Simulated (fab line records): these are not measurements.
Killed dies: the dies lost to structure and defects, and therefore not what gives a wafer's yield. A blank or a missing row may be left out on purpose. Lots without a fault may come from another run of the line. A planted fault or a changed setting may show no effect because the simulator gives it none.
Chamber matching -- flow n5_finfet -- 4 sister chambers for N5_BEOL_M5_CMP_52 on cmp-02
The step polishes, stops on SiCOH lowk, t overpolish 6.9 s, target thk 62 nm. 4 wafers are shown with their chamber, then 7 later ones without.

## EACH WAFER AND ITS CHAMBER
wafer,chamber,motor_current_A (A)
L177.1,2,5.6
L178.6,3,6.1
L179.2,1,5.6
L179.5,0,4.9

## WAFERS WITH NO CHAMBER GIVEN
wafer,motor_current_A (A)
L179.6,5.3
L180.1,6.1
L180.2,5.2
L180.3,5.3
L181.1,5.6
L181.2,5.7
L181.4,5.4

## CHAMBER TAKEN BY EACH
wafer,from the rows above,in truth
L179.6,can't be placed: 1 or 2 or 0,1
L180.1,3,3
L180.2,can't be placed: 0 or 1 or 2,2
L180.3,can't be placed: 1 or 2 or 0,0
L181.1,can't be placed: 1 or 2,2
L181.2,can't be placed: 1 or 2 or 3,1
L181.4,can't be placed: 1 or 2 or 0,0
Placed correctly: 1 of 7. Unplaceable from these rows: 6, with the true chamber sitting among the candidates in 6. Wrongly placed: 0.
How it was worked out, from the rows above alone: a wafer's distance from a chamber is the root of the sum, over the readings, of the square of ((its reading less the chamber's mean) divided by the reading's scatter). If the next closest chamber is less than 2 further off than the closest, the wafer can't be placed; otherwise it belongs to the closest. A chamber's mean is the mean of its shown wafers. The scatter: root of mean squared gap, hidden wafer to nearest shown wafer, with one shown wafer a chamber.
